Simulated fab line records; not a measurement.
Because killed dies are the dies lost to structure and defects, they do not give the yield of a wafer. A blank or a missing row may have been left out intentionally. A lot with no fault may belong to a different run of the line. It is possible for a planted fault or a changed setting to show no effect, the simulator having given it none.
fab line records	flow n5Finfet
record: lots: 24	wafers: 72	lastDay: 19
route steps=1938 shown BEOL_M9@1455 BEOL_M10@1470
lots untouched by any fault: they come from a run of this same line in which no faults occurred
startH: start of the lot's first displayed wafer, in hours after the record's first day	waitH: hours since the lot's step before	" same as the row above	L1.1+2: a row that stands for several wafers	- no value, or no start was given	* or withheld: withheld	< > ~ a bound
route shown NAME@n: names a module that has steps shown in the file, with the first one's number in the route	usual: average and standard deviation across the fault-free wafers	same: alike in all rows	chamber/n: place in a boat	sites: per-site readings	_std_site: standard deviation of those values	_edge_site: the outer-site mean with the inner-site mean subtracted	radiusMm: how far each site lies from the wafer's centre	mask NAME#n: copy n	behind: tool/chamber where the wafer was last shaped	hold: cause of the lot's hold/its duration in hours/its outcome	device: the n, p or np transistor that did not switch	end of line: at the end of the route, the tests of the same wafers	a step without rows: its recipe alone	killed: the dies lost at the first sort to structure and to defects; this is not the yield of the wafer	map: shows each die of a wafer: x if killed, . if not, _ if none is there
set.NAME: the setting the step ran with; set.NAME@STEP: the setting that earlier step ran with	model.NAME: the simulator's own value behind a step, which no gauge read
steps of the route over a sample of lots; a table a step, a row a wafer
services: a tool's chamber out of use, with start hour (startH, from the record's first day; less than 0 if before it), hours out, and reason
== steps ==
step: N5_BEOL_M9_CURE_72
recipe: tempC: 370	timeS: 120	ambient: DMADMS/He	material: SiCOH_lowk
usual: lampPowerPct: 52.31/0.054	wafer_temp_C_max: 371.4/0.6
lot.wafer	tool	chamber	startH	waitH	lampPowerPct	wafer_temp_C_max
L074.1	uvCure-03	1	223.84	0.0	52.29	371.3
L074.2	"	1	"	"	52.38	371.5
L074.6	"	1	"	"	52.28	371.5
L075.2	uvCure-03	1	227.60	0.1	52.40	371.4
L075.3	"	1	"	"	52.26	371.7
L075.5	"	1	"	"	52.34	372.4
L077.2	uvCure-02	1	233.74	0.1	52.37	371.7
L077.3	"	1	"	"	52.34	371.6
L077.4	"	1	"	"	52.34	371.4
L078.2	uvCure-03	0	246.13	0.1	52.42	370.8
L078.5	"	0	"	"	52.22	370.9
L078.6	"	0	"	"	52.31	371.1
L076.1	uvCure-02	2	251.88	0.3	52.38	371.4
L076.4	"	2	"	"	52.34	371.0
L076.5	"	2	"	"	52.30	371.5
L080.4	uvCure-02	0	262.15	0.2	52.34	371.0
L080.5	"	0	"	"	52.29	371.6
L080.6	"	0	"	"	52.34	370.7
L079.1	uvCure-01	2	262.85	0.0	52.33	371.5
L079.3	"	2	"	"	52.34	371.7
L079.5	"	2	"	"	52.25	371.7
L081.2	uvCure-01	1	270.21	0.1	52.32	371.1
L081.3	"	1	"	"	52.23	370.8
L081.4	"	1	"	"	52.38	371.2
L082.2	uvCure-02	0	286.55	0.1	52.29	371.0
L082.3	"	0	"	"	52.25	371.0
L082.5	"	0	"	"	52.34	370.9
L083.2	uvCure-02	0	290.14	0.1	52.37	371.0
L083.3	"	0	"	"	52.34	371.3
L083.5	"	0	"	"	52.27	371.2
L085.1	uvCure-01	1	308.22	0.0	52.20	370.6
L085.2	"	1	"	"	52.32	370.8
L085.5	"	1	"	"	52.34	371.0
L084.3	uvCure-02	0	317.12	0.2	52.24	371.1
L084.4	"	0	"	"	52.34	371.2
L084.5	"	0	"	"	52.27	371.7
L087.1	uvCure-03	2	320.57	0.1	52.32	371.6
L087.4	"	2	"	"	52.40	371.4
L087.6	"	2	"	"	52.34	371.2
L086.1	uvCure-01	1	324.25	0.0	52.25	370.9
L086.3	"	1	"	"	52.28	370.7
L086.4	"	1	"	"	52.26	370.9
L092.1	uvCure-03	2	326.60	0.0	52.21	371.5
L092.3	"	2	"	"	52.27	371.6
L092.4	"	2	"	"	52.38	371.4
L088.2	uvCure-02	2	333.50	0.1	52.37	371.1
L088.3	"	2	"	"	52.23	371.8
L088.6	"	2	"	"	52.34	371.6
L089.1	uvCure-03	1	335.28	0.0	52.38	372.0
L089.3	"	1	"	"	52.26	372.0
L089.5	"	1	"	"	52.25	371.5
L090.1	uvCure-03	2	342.37	0.0	52.27	371.3
L090.2	"	2	"	"	52.33	371.2
L090.3	"	2	"	"	52.26	371.2
L091.3	uvCure-01	2	343.01	0.1	52.38	371.8
L091.4	"	2	"	"	52.32	371.6
L091.5	"	2	"	"	52.35	371.5
L096.2	uvCure-02	0	350.21	0.1	52.33	371.5
L096.3	"	0	"	"	52.39	370.9
L096.5	"	0	"	"	52.31	370.9
L094.3	uvCure-01	1	350.55	0.3	52.39	371.1
L094.4	"	1	"	"	52.21	371.7
L094.6	"	1	"	"	52.27	371.1
L093.1	uvCure-02	0	350.78	0.0	52.31	371.3
L093.4	"	0	"	"	52.30	370.6
L093.5	"	0	"	"	52.32	370.9
L097.3	uvCure-03	2	373.20	0.1	52.26	371.6
L097.5	"	2	"	"	52.26	371.1
L097.6	"	2	"	"	52.40	371.0
L095.2	uvCure-01	0	392.75	0.1	52.34	373.0
L095.3	"	0	"	"	52.38	372.6
L095.5	"	0	"	"	52.34	374.2
step: N5_BEOL_M10_ILD_DEP_00
recipe: material: SiCOH_lowk	targetThkA: 3085.1	tempC: 300	precursor: DEMS/porogen	pressureTorr: 5	rfW: 500	timeS: 58
usual: chamberPressureTorr: 5.001/0.011	heaterPowerOuterW: 161/34	heaterPowerW: 333/49	showerheadPlenumPTorr: 5.732/0.02	susceptorTempC: 299.99/0.18	throttleValvePct: 14.0/0.89
lot.wafer	tool	chamber	startH	waitH	chamberPressureTorr	heaterPowerOuterW	heaterPowerW	showerheadPlenumPTorr	susceptorTempC	throttleValvePct
L074.1	pecvd-03	2	226.21	0.0	4.977	188	392	5.744	299.73	14.2
L074.2	"	1	"	"	5.009	218	383	5.753	300.32	14.8
L074.6	"	2	"	"	5.013	195	399	5.749	300.18	14.1
L075.2	pecvd-04	2	230.93	0.0	4.978	163	325	5.732	300.03	12.3
L075.3	"	1	"	"	5.018	154	324	5.710	300.03	14.6
L075.5	"	1	"	"	5.003	157	326	5.736	299.88	14.5
L077.2	pecvd-04	2	238.11	0.0	4.980	140	297	5.726	300.09	11.9
L077.3	"	0	"	"	5.024	120	273	5.734	299.77	13.9
L077.4	"	1	"	"	5.000	103	259	5.728	300.18	14.4
L078.2	pecvd-01	0	249.10	0.0	4.998	142	312	5.687	299.89	15.3
L078.5	"	2	"	"	5.011	164	359	5.731	299.87	13.1
L078.6	"	0	"	"	5.009	146	301	5.677	299.79	15.7
L076.1	pecvd-04	0	255.39	0.0	5.018	139	296	5.737	299.87	14.0
L076.4	"	1	"	"	5.014	155	332	5.726	300.04	14.7
L076.5	"	2	"	"	4.992	163	327	5.723	300.11	12.1
L080.4	pecvd-01	2	263.96	0.1	5.011	167	360	5.721	299.70	12.7
L080.5	"	0	"	"	5.005	129	285	5.691	300.05	15.3
L080.6	"	1	"	"	4.996	208	423	5.775	300.00	14.0
L079.1	pecvd-04	1	265.25	0.0	4.996	162	331	5.719	299.93	14.3
L079.3	"	2	"	"	4.997	190	353	5.728	300.07	12.5
L079.5	"	1	"	"	4.998	101	263	5.723	300.05	14.3
L081.2	pecvd-04	2	272.34	0.0	4.996	188	367	5.731	299.60	12.2
L081.3	"	1	"	"	5.017	150	321	5.703	300.09	14.4
L081.4	"	1	"	"	4.988	151	330	5.721	300.10	14.6
L082.2	pecvd-03	2	288.85	0.0	4.996	166	354	5.740	300.19	14.2
L082.3	"	0	"	"	5.009	154	306	5.759	300.29	13.6
L082.5	"	0	"	"	5.006	157	305	5.741	300.08	13.9
L083.2	pecvd-01	1	293.95	0.0	5.002	186	370	5.773	299.83	14.1
L083.3	"	0	"	"	5.003	113	268	5.694	299.99	15.1
L083.5	"	0	"	"	5.007	120	266	5.668	299.98	15.1
L085.1	pecvd-03	0	310.34	0.0	5.007	148	301	5.735	300.13	13.9
L085.2	"	1	"	"	4.980	216	390	5.756	300.10	14.6
L085.5	"	2	"	"	4.996	141	323	5.747	299.91	14.6
L084.3	pecvd-04	0	319.78	0.1	5.005	115	266	5.736	300.13	14.0
L084.4	"	2	"	"	5.001	135	295	5.716	300.18	12.0
L084.5	"	0	"	"	5.013	120	274	5.732	299.94	14.2
L087.1	pecvd-03	2	322.78	0.0	5.020	184	396	5.726	299.83	14.3
L087.4	"	1	"	"	4.996	222	390	5.745	300.09	14.6
L087.6	"	2	"	"	5.004	185	393	5.735	300.11	14.6
L086.1	pecvd-03	0	327.39	0.0	5.003	143	296	5.746	299.72	13.8
L086.3	"	1	"	"	4.998	199	359	5.733	299.89	14.5
L086.4	"	1	"	"	5.001	206	385	5.754	299.90	14.6
L092.1	pecvd-04	0	329.83	0.0	5.022	108	249	5.757	299.88	14.0
L092.3	"	1	"	"	5.013	143	316	5.722	300.06	14.8
L092.4	"	0	"	"	5.008	114	265	5.746	299.85	14.1
L088.2	pecvd-04	1	335.51	0.0	4.985	108	266	5.735	299.86	14.6
L088.3	"	2	"	"	5.031	144	300	5.733	300.13	12.6
L088.6	"	0	"	"	4.995	99	242	5.748	300.12	14.0
L089.1	pecvd-01	2	337.20	0.0	5.007	193	387	5.710	299.99	13.1
L089.3	"	0	"	"	5.000	116	264	5.684	299.72	15.3
L089.5	"	1	"	"	5.007	192	402	5.741	300.08	14.1
L090.1	pecvd-04	2	344.50	0.0	5.013	195	370	5.736	299.91	12.4
L090.2	"	1	"	"	5.006	158	336	5.718	300.20	14.3
L090.3	"	0	"	"	5.011	101	243	5.748	300.06	14.1
L091.3	pecvd-03	1	345.53	0.0	5.010	215	398	5.741	299.97	14.4
L091.4	"	2	"	"	5.004	184	388	5.727	299.84	14.4
L091.5	"	1	"	"	5.006	227	411	5.752	300.13	14.8
L096.2	pecvd-01	2	352.71	0.0	5.018	176	371	5.726	300.02	13.3
L096.3	"	0	"	"	4.987	155	307	5.714	300.16	15.4
L096.5	"	0	"	"	4.985	100	241	5.686	300.11	15.3
L094.3	pecvd-04	2	354.35	0.0	4.999	179	336	5.736	300.13	12.4
L094.4	"	2	"	"	5.002	181	354	5.721	300.08	12.3
L094.6	"	1	"	"	4.989	144	316	5.730	300.18	14.4
L093.1	pecvd-01	1	354.50	0.0	4.991	182	375	5.745	299.92	14.2
L093.4	"	0	"	"	5.010	134	292	5.698	299.87	15.4
L093.5	"	2	"	"	5.002	129	318	5.709	299.99	13.4
L097.3	pecvd-03	1	375.82	0.1	4.975	197	373	5.755	299.54	14.7
L097.5	"	2	"	"	5.006	199	404	5.742	299.89	14.9
L097.6	"	1	"	"	4.988	212	389	5.735	299.74	14.6
L095.2	pecvd-01	1	396.46	0.0	4.992	172	350	5.741	299.88	14.0
L095.3	"	0	"	"	4.980	136	300	5.681	299.98	15.3
L095.5	"	0	"	"	5.002	139	302	5.683	300.06	15.2
step: N5_BEOL_M10_THK_MEAS_01
recipe: reads: SiCOH_lowk_of_BEOL_M10_ILD_DEP_00
usual: M10_ILD_THK: 267/3.7
lot.wafer	tool	chamber	startH	waitH	M10_ILD_THK[nm]
L074.1	filmMetro-01	-	226.80	0.4	267
L074.2	"	-	"	"	269
L074.6	"	-	"	"	271
L075.2	filmMetro-02	-	231.52	0.4	264
L075.3	"	-	"	"	267
L075.5	"	-	"	"	271
L077.2	filmMetro-02	-	239.18	0.7	260
L077.3	"	-	"	"	264
L077.4	"	-	"	"	269
L078.2	filmMetro-02	-	249.70	0.4	265
L078.5	"	-	"	"	268
L078.6	"	-	"	"	273
L076.1	filmMetro-02	-	255.98	0.4	261
L076.4	"	-	"	"	265
L076.5	"	-	"	"	267
L080.4	filmMetro-01	-	264.52	0.2	267
L080.5	"	-	"	"	268
L080.6	"	-	"	"	266
L079.1	filmMetro-01	-	265.84	0.4	260
L079.3	"	-	"	"	261
L079.5	"	-	"	"	262
L081.2	filmMetro-01	-	272.93	0.4	260
L081.3	"	-	"	"	260
L081.4	"	-	"	"	265
L082.2	filmMetro-02	-	289.92	0.7	265
L082.3	"	-	"	"	266
L082.5	"	-	"	"	269
L083.2	filmMetro-01	-	294.54	0.4	265
L083.3	"	-	"	"	269
L083.5	"	-	"	"	272
L085.1	filmMetro-01	-	311.13	0.4	266
L085.2	"	-	"	"	267
L085.5	"	-	"	"	270
L084.3	filmMetro-01	-	320.37	0.3	263
L084.4	"	-	"	"	264
L084.5	"	-	"	"	264
L087.1	filmMetro-02	-	323.37	0.4	265
L087.4	"	-	"	"	268
L087.6	"	-	"	"	274
L086.1	filmMetro-01	-	327.98	0.4	265
L086.3	"	-	"	"	264
L086.4	"	-	"	"	270
L092.1	filmMetro-02	-	330.43	0.4	262
L092.3	"	-	"	"	264
L092.4	"	-	"	"	268
L088.2	filmMetro-02	-	336.25	0.4	268
L088.3	"	-	"	"	263
L088.6	"	-	"	"	268
L089.1	filmMetro-02	-	338.27	0.8	268
L089.3	"	-	"	"	272
L089.5	"	-	"	"	272
L090.1	filmMetro-02	-	345.09	0.4	266
L090.2	"	-	"	"	264
L090.3	"	-	"	"	264
L091.3	filmMetro-02	-	346.12	0.3	267
L091.4	"	-	"	"	271
L091.5	"	-	"	"	271
L096.2	filmMetro-01	-	353.30	0.4	266
L096.3	"	-	"	"	268
L096.5	"	-	"	"	271
L094.3	filmMetro-02	-	354.94	0.3	263
L094.4	"	-	"	"	269
L094.6	"	-	"	"	269
L093.1	filmMetro-02	-	355.33	0.4	270
L093.4	"	-	"	"	275
L093.5	"	-	"	"	273
L097.3	filmMetro-02	-	376.41	0.3	270
L097.5	"	-	"	"	269
L097.6	"	-	"	"	267
L095.2	filmMetro-01	-	397.06	0.4	266
L095.3	"	-	"	"	270
L095.5	"	-	"	"	272
step: N5_BEOL_M10_ETCH_62
recipe: chemistry: N2/H2	target: SOC	targetDepthA: 1100	overetchA: 220	maskMaterial: SiARC	tempC: 40	timeS: 165	ionEnergyEv: 200	pressureMtorr: 30	sourceW: 840	biasW: 150	n2FlowSccm: 200	h2FlowSccm: 200
usual: drypumpMotorCurrentA: 5.7/0.47	oesProductAu: 0.67/0.07	rfVppV: 523.1/2.7	showerheadPlenumPTorr: 2.51/0.087	tempC: 40.00/0.11	throttleValvePct: 17.87/0.26
lot.wafer	tool	chamber	startH	waitH	drypumpMotorCurrentA	oesProductAu	rfHoursCounterH	rfVppV	showerheadPlenumPTorr	tempC	throttleValvePct
L074.1	rieDiel-01	0	227.58	0.0	5.6	0.65	112	521.3	2.45	40.06	18.09
L074.2	"	2	"	"	6.1	0.60	241	522.2	2.51	40.16	18.18
L074.6	"	1	"	"	5.9	0.61	-	520.3	2.42	39.80	17.85
L075.2	rieDiel-01	1	233.71	0.0	5.8	0.61	209	519.9	2.42	40.14	17.85
L075.3	"	0	"	"	5.5	0.64	114	521.2	2.45	39.80	18.09
L075.5	"	0	"	"	5.5	0.66	-	521.5	2.45	39.96	18.12
L077.2	rieDiel-04	0	240.54	0.0	5.8	0.64	143	522.1	2.43	40.00	17.61
L077.3	"	1	"	"	5.7	0.66	143	522.5	2.45	40.04	17.68
L077.4	"	1	"	"	5.7	0.65	-	520.6	2.45	40.10	17.70
L078.2	rieDiel-01	0	252.14	0.0	5.5	0.64	124	521.3	2.44	40.14	18.13
L078.5	"	3	"	"	5.1	0.79	-	524.5	2.60	40.04	17.34
L078.6	"	1	"	"	5.9	0.60	-	519.0	2.42	40.05	17.88
L076.1	rieDiel-01	0	258.96	0.0	5.5	0.65	128	521.5	2.44	39.89	18.13
L076.4	"	3	"	"	5.1	0.77	-	527.2	2.59	39.96	17.36
L076.5	"	0	"	"	5.5	0.64	-	522.4	2.44	40.01	18.11
L080.4	rieDiel-01	0	265.37	0.1	5.5	0.64	-	520.0	2.44	40.12	18.14
L080.5	"	3	"	"	5.1	0.77	-	525.5	2.59	39.72	17.37
L080.6	"	1	"	"	5.9	0.61	-	520.4	2.41	40.22	17.89
L079.1	rieDiel-05	1	267.61	0.0	5.0	0.69	88	525.0	2.57	40.07	17.90
L079.3	"	3	"	"	5.6	0.60	215	519.3	2.41	39.96	18.29
L079.5	"	0	"	"	4.9	0.58	-	523.8	2.61	39.94	18.26
L081.2	rieDiel-05	1	274.62	0.0	5.0	0.69	90	525.0	2.57	40.02	17.89
L081.3	"	3	"	"	5.6	0.60	217	519.5	2.41	40.18	18.32
L081.4	"	0	"	"	4.9	0.59	249	526.4	2.61	40.04	18.27
L082.2	rieDiel-05	1	291.08	0.0	5.0	0.69	97	526.3	2.56	40.04	17.92
L082.3	"	2	"	"	6.1	0.60	236	525.9	2.60	40.04	18.10
L082.5	"	2	"	"	6.1	0.60	-	527.1	2.60	39.94	18.09
L083.2	rieDiel-05	2	296.18	0.0	6.1	0.60	238	527.1	2.60	40.10	18.10
L083.3	"	3	"	"	5.6	0.60	226	519.9	2.41	40.08	18.32
L083.5	"	1	"	"	5.0	0.68	-	524.8	2.56	40.16	17.92
L085.1	rieDiel-05	2	312.08	0.0	6.1	0.60	244	527.8	2.60	39.98	18.13
L085.2	"	3	"	"	5.6	0.59	231	519.8	2.41	40.06	18.32
L085.5	"	2	"	"	6.1	0.59	-	524.9	2.60	40.21	18.10
L084.3	rieDiel-04	3	321.42	0.0	6.7	0.68	113	527.6	2.66	39.94	17.68
L084.4	"	0	"	"	5.8	0.62	169	520.4	2.42	39.96	17.65
L084.5	"	0	"	"	5.8	0.62	-	520.3	2.42	39.83	17.65
L087.1	rieDiel-01	0	325.17	0.0	5.5	0.62	149	520.2	2.43	39.90	18.15
L087.4	"	3	"	"	5.1	0.72	32	524.8	2.58	39.87	17.39
L087.6	"	2	"	"	6.0	0.79	-	522.4	2.50	39.90	17.77
L086.1	rieDiel-04	2	329.10	0.0	6.0	0.77	28	525.1	2.59	39.90	17.71
L086.3	"	0	"	"	5.8	0.62	172	521.6	2.42	39.88	17.65
L086.4	"	1	"	"	5.6	0.64	172	521.5	2.44	40.06	17.75
L092.1	rieDiel-01	1	333.47	0.0	5.8	0.58	247	519.8	2.40	40.15	17.93
L092.3	"	0	"	"	5.5	0.62	152	520.9	2.43	39.92	18.17
L092.4	"	3	"	"	5.1	0.73	35	525.3	2.58	40.14	17.40
L088.2	rieDiel-04	3	336.89	0.0	6.7	0.69	118	527.7	2.66	39.90	17.67
L088.3	"	0	"	"	5.8	0.61	174	520.5	2.42	39.94	17.65
L088.6	"	1	"	"	5.7	0.64	-	521.8	2.44	40.06	17.73
L089.1	rieDiel-05	3	339.34	0.0	5.6	0.58	239	518.6	2.41	40.01	18.35
L089.3	"	0	"	"	5.0	0.81	13	525.8	2.60	39.97	17.82
L089.5	"	0	"	"	5.0	0.81	-	526.1	2.60	39.88	17.82
L090.1	rieDiel-04	2	345.73	0.0	6.0	0.76	32	525.8	2.59	39.96	17.70
L090.2	"	1	"	"	5.7	0.63	177	519.7	2.43	40.03	17.75
L090.3	"	0	"	"	5.8	0.61	177	521.4	2.42	39.98	17.66
L091.3	rieDiel-04	3	347.89	0.0	6.7	0.68	122	525.6	2.66	39.88	17.69
L091.4	"	1	"	"	5.7	0.63	178	520.0	2.43	39.72	17.77
L091.5	"	2	"	"	6.0	0.75	-	525.8	2.59	40.00	17.73
L096.2	rieDiel-04	0	354.81	0.0	5.8	0.61	181	521.3	2.42	40.08	17.66
L096.3	"	3	"	"	6.7	0.68	125	527.9	2.66	39.97	17.70
L096.5	"	0	"	"	5.8	0.61	-	521.1	2.42	39.94	17.68
L094.3	rieDiel-05	0	356.19	0.0	4.9	0.80	21	525.8	2.60	40.07	17.82
L094.4	"	1	"	"	5.0	0.67	-	524.2	2.55	40.19	17.96
L094.6	"	0	"	"	5.0	0.80	-	526.4	2.60	40.04	17.82
L093.1	rieDiel-01	3	356.63	0.0	5.1	0.71	45	524.0	2.58	39.94	17.42
L093.4	"	2	"	"	6.0	0.76	-	522.3	2.49	39.95	17.78
L093.5	"	3	"	"	5.1	0.71	-	525.5	2.58	39.88	17.42
L097.3	rieDiel-05	1	380.07	0.0	5.1	0.65	133	523.0	2.55	39.98	17.96
L097.5	"	0	"	"	4.9	0.78	-	526.4	2.59	39.89	17.83
L097.6	"	1	"	"	5.1	0.66	-	522.6	2.55	39.82	17.96
L095.2	rieDiel-01	3	399.35	0.0	5.1	0.70	61	524.9	2.57	40.00	17.43
L095.3	"	1	"	"	5.9	0.80	13	529.3	2.72	40.06	17.53
L095.5	"	3	"	"	5.1	0.69	-	524.5	2.57	39.93	17.44
step: N5_BEOL_M10_INSPECT_30
recipe: mode: adi	inspectInstrument: brightfield
usual: rawDefectCount: 409/87
lot.wafer	tool	chamber	startH	waitH	rawDefectCount
L074.1	defectInspect-01	-	228.87	0.0	513
L074.2	"	-	"	"	460
L074.6	"	-	"	"	506
L075.2	defectInspect-01	-	235.21	0.0	259
L075.3	"	-	"	"	399
L075.5	"	-	"	"	398
L077.2	defectInspect-01	-	241.70	0.0	398
L077.3	"	-	"	"	477
L077.4	"	-	"	"	485
L078.2	defectInspect-01	-	253.76	0.0	354
L078.5	"	-	"	"	386
L078.6	"	-	"	"	368
L076.1	defectInspect-02	-	261.40	0.0	520
L076.4	"	-	"	"	458
L076.5	"	-	"	"	597
L080.4	defectInspect-01	-	266.03	0.0	447
L080.5	"	-	"	"	335
L080.6	"	-	"	"	409
L079.1	defectInspect-02	-	269.43	0.0	452
L079.3	"	-	"	"	363
L079.5	"	-	"	"	358
L081.2	defectInspect-01	-	275.78	0.0	422
L081.3	"	-	"	"	358
L081.4	"	-	"	"	401
L082.2	defectInspect-02	-	294.29	0.0	410
L082.3	"	-	"	"	423
L082.5	"	-	"	"	406
L083.2	defectInspect-02	-	297.09	0.0	342
L083.3	"	-	"	"	611
L083.5	"	-	"	"	491
L085.1	defectInspect-02	-	316.19	0.0	327
L085.2	"	-	"	"	463
L085.5	"	-	"	"	319
L084.3	defectInspect-01	-	323.52	0.0	390
L084.4	"	-	"	"	336
L084.5	"	-	"	"	293
L087.1	defectInspect-01	-	326.69	0.0	395
L087.4	"	-	"	"	358
L087.6	"	-	"	"	511
L086.1	defectInspect-01	-	332.66	0.0	332
L086.3	"	-	"	"	329
L086.4	"	-	"	"	392
L092.1	defectInspect-02	-	334.64	0.0	318
L092.3	"	-	"	"	308
L092.4	"	-	"	"	313
L089.1	defectInspect-01	-	341.74	0.0	319
L089.3	"	-	"	"	359
L089.5	"	-	"	"	466
L088.2	defectInspect-02	-	342.61	0.0	268
L088.3	"	-	"	"	401
L088.6	"	-	"	"	505
L090.1	defectInspect-02	-	346.61	0.0	324
L090.2	"	-	"	"	423
L090.3	"	-	"	"	295
L091.3	defectInspect-01	-	349.43	0.0	380
L091.4	"	-	"	"	483
L091.5	"	-	"	"	442
L096.2	defectInspect-02	-	359.57	0.0	398
L096.3	"	-	"	"	253
L096.5	"	-	"	"	396
L094.3	defectInspect-01	-	359.62	0.0	270
L094.4	"	-	"	"	408
L094.6	"	-	"	"	316
L093.1	defectInspect-02	-	359.66	0.0	462
L093.4	"	-	"	"	533
L093.5	"	-	"	"	563
L097.3	defectInspect-01	-	381.90	0.0	461
L097.5	"	-	"	"	422
L097.6	"	-	"	"	427
L095.2	defectInspect-01	-	400.68	0.0	424
L095.3	"	-	"	"	484
L095.5	"	-	"	"	471
step: N5_BEOL_M10_ETCH_41
recipe: chemistry: CH3F/O2	target: SiCN	targetDepthA: 426	taperDeg: 2	timeS: 86	ionEnergyEv: 120	maskMaterial: TiN	pressureMtorr: 30	sourceW: 395	biasW: 75	Ar_flow_sccm: 150	CH3F_flow_sccm: 30	O2_flow_sccm: 20
usual: drypumpMotorCurrentA: 5.6/0.49	oesProductAu: 0.79/0.098	rfVppV: 297.0/1.8	showerheadPlenumPTorr: 1.99/0.072	throttleValvePct: 16.39/0.24
lot.wafer	tool	chamber	startH	waitH	drypumpMotorCurrentA	oesProductAu	rfHoursCounterH	rfVppV	showerheadPlenumPTorr	throttleValvePct
L074.1	rieDiel-01	2	-	-	6.0	0.70	243	297.1	1.97	16.68
L074.2	"	1	"	"	5.9	0.72	207	294.4	1.90	16.35
L074.6	"	0	"	"	5.5	0.78	-	297.0	1.93	16.49
L075.2	rieDiel-04	0	-	-	5.8	0.75	141	298.0	1.92	16.18
L075.3	"	3	"	"	6.7	0.84	85	299.9	2.12	16.21
L075.5	"	3	"	"	6.7	0.84	-	298.4	2.12	16.21
L077.2	rieDiel-01	3	-	-	5.1	0.95	1	298.4	2.05	15.90
L077.3	"	1	"	"	5.9	0.71	214	295.3	1.90	16.35
L077.4	"	0	"	"	5.5	0.77	120	295.7	1.93	16.51
L078.2	rieDiel-05	1	-	-	5.0	0.83	82	298.1	2.03	16.37
L078.5	"	1	"	"	5.0	0.83	-	297.9	2.03	16.36
L078.6	"	0	"	"	4.9	0.70	-	297.3	2.05	16.74
L076.1	rieDiel-01	0	-	-	5.5	0.76	129	295.2	1.92	16.53
L076.4	"	1	"	"	5.9	0.70	-	295.3	1.90	16.37
L076.5	"	3	"	"	5.1	0.91	-	299.0	2.05	15.92
L080.4	rieDiel-01	3	-	-	5.2	0.91	-	299.1	2.05	15.91
L080.5	"	0	"	"	5.5	0.75	-	295.3	1.92	16.52
L080.6	"	1	"	"	5.9	0.70	-	296.2	1.90	16.37
L079.1	rieDiel-05	3	-	-	5.6	0.70	215	294.5	1.90	16.75
L079.3	"	1	"	"	5.0	0.82	88	296.3	2.02	16.36
L079.5	"	1	"	"	5.0	0.81	-	295.7	2.02	16.38
L081.2	rieDiel-04	1	-	-	5.7	0.76	155	296.1	1.93	16.34
L081.3	"	0	"	"	5.8	0.74	154	295.3	1.92	16.21
L081.4	"	3	"	"	6.7	0.83	99	300.3	2.11	16.22
L082.2	rieDiel-04	0	-	-	5.8	0.74	161	295.7	1.91	16.22
L082.3	"	2	"	"	6.0	0.93	17	298.8	2.04	16.13
L082.5	"	2	"	"	6.0	0.92	-	297.3	2.04	16.14
L083.2	rieDiel-04	0	-	-	5.8	0.73	162	294.9	1.91	16.23
L083.3	"	2	"	"	6.0	0.92	18	297.0	2.04	16.13
L083.5	"	3	"	"	6.7	0.81	-	300.0	2.11	16.24
L085.1	rieDiel-05	0	-	-	5.0	0.98	6	298.7	2.04	16.28
L085.2	"	1	"	"	5.0	0.80	107	297.8	2.02	16.41
L085.5	"	2	"	"	6.1	0.69	-	298.3	2.05	16.66
L084.3	rieDiel-05	3	-	-	5.6	0.69	234	295.4	1.90	16.79
L084.4	"	0	"	"	5.0	0.97	8	299.5	2.04	16.29
L084.5	"	3	"	"	5.6	0.68	-	295.1	1.90	16.79
L087.1	rieDiel-05	2	-	-	6.1	0.69	249	297.8	2.05	16.66
L087.4	"	1	"	"	5.0	0.78	111	297.6	2.02	16.42
L087.6	"	1	"	"	5.0	0.78	-	297.7	2.02	16.40
L086.1	rieDiel-04	3	-	-	6.7	0.80	117	299.6	2.11	16.27
L086.3	"	2	"	"	6.0	0.89	29	298.0	2.03	16.14
L086.4	"	0	"	"	5.8	0.72	173	294.9	1.91	16.26
L092.1	rieDiel-05	0	-	-	4.9	0.96	12	298.8	2.04	16.30
L092.3	"	3	"	"	5.6	0.68	238	296.1	1.90	16.81
L092.4	"	1	"	"	5.0	0.78	-	297.8	2.01	16.41
L089.1	rieDiel-04	3	-	-	6.7	0.79	119	298.8	2.10	16.27
L089.3	"	1	"	"	5.7	0.74	176	295.9	1.92	16.38
L089.5	"	0	"	"	5.8	0.72	-	296.3	1.91	16.25
L088.2	rieDiel-01	1	-	-	5.9	0.68	250	294.6	1.89	16.43
L088.3	"	2	"	"	6.1	0.93	26	296.4	1.96	16.26
L088.6	"	0	"	"	5.5	0.73	-	295.2	1.91	16.55
L090.1	rieDiel-05	3	-	-	5.6	0.69	243	296.2	1.89	16.81
L090.2	"	0	"	"	5.0	0.94	17	298.4	2.04	16.30
L090.3	"	1	"	"	5.0	0.77	119	297.4	2.01	16.43
L091.3	rieDiel-05	1	-	-	5.0	0.78	120	298.4	2.01	16.41
L091.4	"	1	"	"	5.0	0.79	-	297.5	2.01	16.45
L091.5	"	3	"	"	5.6	0.68	-	296.6	1.89	16.81
L096.2	rieDiel-05	1	-	-	5.0	0.77	125	297.6	2.01	16.42
L096.3	"	3	"	"	5.6	0.68	249	295.2	1.89	16.82
L096.5	"	3	"	"	5.6	0.67	-	294.6	1.89	16.82
L094.3	rieDiel-01	0	-	-	5.5	0.72	164	294.2	1.91	16.58
L094.4	"	3	"	"	5.1	0.84	-	298.2	2.03	16.00
L094.6	"	2	"	"	6.0	0.91	-	298.6	1.95	16.27
L093.1	rieDiel-05	1	-	-	5.0	0.77	125	296.3	2.01	16.43
L093.4	"	0	"	"	4.9	0.93	23	299.1	2.04	16.30
L093.5	"	2	"	"	6.1	0.99	-	297.8	2.05	16.18
L097.3	rieDiel-01	2	-	-	6.0	0.89	42	295.1	1.95	16.31
L097.5	"	0	"	"	5.5	0.72	-	295.2	1.91	16.59
L097.6	"	1	"	"	5.9	0.97	-	299.9	2.14	15.95
L095.2	rieDiel-05	1	-	-	5.0	0.76	140	295.1	2.01	16.47
L095.3	"	0	"	"	5.0	0.90	38	297.4	2.03	16.35
L095.5	"	1	"	"	5.0	0.76	-	297.8	2.01	16.48
== services ==
tool	chamber	startH	hours	kind
pecvd-03	-	232.47	0.8	repair
rieDiel-05	2	246.28	10.0	repair
uvCure-01	-	247.08	7.5	pm
uvCure-03	-	255.72	7.5	pm
rieDiel-05	2	270.02	3.1	repair
pecvd-03	-	272.18	0.5	repair
rieDiel-05	0	277.14	-	clean
rieDiel-05	0	277.14	-	consumableReplace:esc
rieDiel-05	0	277.14	-	consumableReplace:focusRing
rieDiel-05	0	277.14	20.1	scheduledDown
rieDiel-05	0	277.14	20.1	ventCycle
uvCure-01	-	278.87	1.0	pm
pecvd-04	1	310.94	12.0	repair
rieDiel-05	2	328.23	-	clean
rieDiel-05	2	328.23	-	consumableReplace:focusRing
rieDiel-05	2	328.23	30.7	scheduledDown
rieDiel-05	2	328.23	30.7	ventCycle
rieDiel-05	3	362.79	-	clean
rieDiel-05	3	362.79	-	consumableReplace:focusRing
rieDiel-05	3	362.79	-	consumableReplace:showerhead
rieDiel-05	3	362.79	22.0	scheduledDown
rieDiel-05	3	362.79	22.0	ventCycle
rieDiel-04	2	363.48	6.0	repair
uvCure-03	-	366.54	2.8	pm
== key ==
fault none
